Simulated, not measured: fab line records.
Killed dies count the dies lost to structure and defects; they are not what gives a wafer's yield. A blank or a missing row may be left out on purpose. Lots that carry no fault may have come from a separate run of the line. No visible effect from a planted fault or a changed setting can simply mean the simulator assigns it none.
One fault through the eyes of 2 desks / flow n5_finfet / each desk has only its own numbers; what lay behind them comes last

DESK OF THE TOOL OWNER: litho_track-05
The tool's own readings at N5_BEOL_M7_COAT_63 (time 60 s, resist thk 60 nm): means of the sampled wafers that have a number, for each lot that ran on this tool. Marked OUT: a lot whose mean sits more than 4 standard deviations from the usual mean, which makes it out of limits; the brackets give that distance.
Columns: A = spin_speed_rpm at N5_BEOL_M7_COAT_63, usual 1499.9 rpm
lot=L936; first seen here=day 9 19:23; A=1500.7
lot=L939; first seen here=day 10 03:43; A=1499.8
lot=L945; first seen here=day 11 12:03; A=1500.3
lot=L949; first seen here=day 12 23:26; A=1303.0 (-99 or more) OUT
lot=L955; first seen here=day 14 11:53; A=1301.8 (-99 or more) OUT
This desk's finding: out of limits on L949, L955; first on L949, day 12 23:26 (spin_speed_rpm at N5_BEOL_M7_COAT_63). L936, L939, L945: within limits.

THE METROLOGY DESK
Means of the sampled wafers that have a number, per lot and without regard to the tool the lot ran on: this is what the gauges read. Marked OUT: a lot whose mean sits more than 4 standard deviations from the usual mean, which makes it out of limits; the brackets give that distance.
Columns: A = M7_ILD_THK at N5_BEOL_M7_THK_MEAS_01, usual 154.6 nm
lot=L936; first seen here=day 9 14:49; A=154.5
lot=L939; first seen here=day 10 00:35; A=152.5
lot=L938; first seen here=day 10 01:12; A=154.8
lot=L940; first seen here=day 10 06:46; A=152.9
lot=L943; first seen here=day 11 07:53; A=156.1
lot=L945; first seen here=day 11 10:39; A=157.1
lot=L944; first seen here=day 11 12:55; A=156.0
lot=L949; first seen here=day 12 20:06; A=156.0
lot=L957; first seen here=day 14 09:14; A=155.0
lot=L955; first seen here=day 14 09:26; A=154.9
lot=L958; first seen here=day 14 23:40; A=156.5
lot=L959; first seen here=day 15 19:17; A=152.7
Result from this desk: across the 12 lots, nothing is out of limits.

PUT TOGETHER
On L949, L955, at day 12 23:26, an alarm was possible from the tool owner's desk.
From the metrology desk's view, nothing was out of limits.
The metrology desk has L949, L955 on record, within its limits.
Every lot named ran N5_BEOL_M7_COAT_63 on litho_track-05.

WHAT THE SIMULATOR HAD PUT IN
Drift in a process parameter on litho_track-05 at N5_BEOL_M7_COAT_63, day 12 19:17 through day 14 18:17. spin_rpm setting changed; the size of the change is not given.
Struck lots among those shown: L949, L955.
Delay in hours, fault start to first out-of-limits reading, by desk: the tool owner's desk at 4.
